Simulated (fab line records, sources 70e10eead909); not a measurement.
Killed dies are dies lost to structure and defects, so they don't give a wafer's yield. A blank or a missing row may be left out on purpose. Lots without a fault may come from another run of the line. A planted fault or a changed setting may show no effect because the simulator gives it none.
Problem report in the 8D (eight disciplines) form, filled by code | flow nand_harc | the parts of the form that need people (team, actions taken, sign-off) are left out

1. THE PROBLEM
run_length_s at NHARC_A_M1_ETCH_15 reads a mean of 102.2 s on 4 wafers of 3 lots; wafers without a fault read 112.4 s with a standard deviation of 0.39. That is -26 standard deviations from the usual mean.
The step: etches the open film in C4F8/Ar, target depth 182.5 nm, time 91.2 s.
First seen on wafer L648.4, day 28 12:01, on rie_diel-03. The record holds 45 wafers of 15 lots with a number at this step. Rule for "out", or "out of limits": more than 4 standard deviations from the usual mean. The other wafers with a number count as sound.

2. WHAT IT IS AND WHAT IT IS NOT
question                    | is                             | is not
which readings at this step | run_length_s                   | oes_product_au
which lots                  | L647, L648, L650               | L635, L636, L637, L638, L639, L640, L641, L642, L644, L654, L655, L656
which wafers of those lots  | L647.4, L648.4, L650.4, L650.5 | L647.1, L647.6, L648.1, L648.2, L650.1
read on which tools         | rie_diel-03                    | rie_diel-04, rie_diel-10
when                        | from day 28 12:01              | up to then (29 sound wafers); but 12 sound wafers of L647, L650, L654, L655, L656 came after

3. SUSPECTS, AND WHAT RULES EACH OUT
Counting: a tool at a process step up to the reading stays a suspect if it ran every lot that is out. Sound lots after the first of them don't rule it out here, since some wafers of a struck lot are sound.
- rie_diel-03 at NHARC_A_M1_ETCH_15 (etches the open film in C4F8/Ar, target depth 182.5 nm, time 91.2 s): kept. It ran every lot that is out, first L648 (day 28 12:01); its last sound lot up to then is L644 (day 27 01:54). Its own readings are out on those wafers: run_length_s.
Left after counting: rie_diel-03 at NHARC_A_M1_ETCH_15.

4. THE CAUSE (what the simulator had put in)
Process parameter drift: rie_diel-03, from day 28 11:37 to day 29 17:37, at NHARC_A_M1_ETCH_15. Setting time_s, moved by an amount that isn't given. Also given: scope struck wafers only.
Counting left only this tool.

5. THE CHAIN OF EFFECTS, in route order
Each row: a reading whose mean over the struck wafers that have a number lies more than 3 standard deviations from the usual. Only readings for which the record gives a usual standard deviation are gone through. hours: the time from each lot's start at the first step in this table that gives one to its start at this step, as a median over the lots. sigmas: the change in usual standard deviations.
hours | step               | reading      | usual   | on struck wafers | change | sigmas
0     | NHARC_A_M1_ETCH_15 | run_length_s | 112.4 s | 102.2            | -10.2  | -26
The process steps in it:
- NHARC_A_M1_ETCH_15: etches the open film in C4F8/Ar, target depth 182.5 nm, time 91.2 s.

6. WHAT WOULD HAVE CAUGHT IT SOONER
In this record the first reading out of limits was taken at day 28 12:01, 0 hours after the fault began at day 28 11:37.
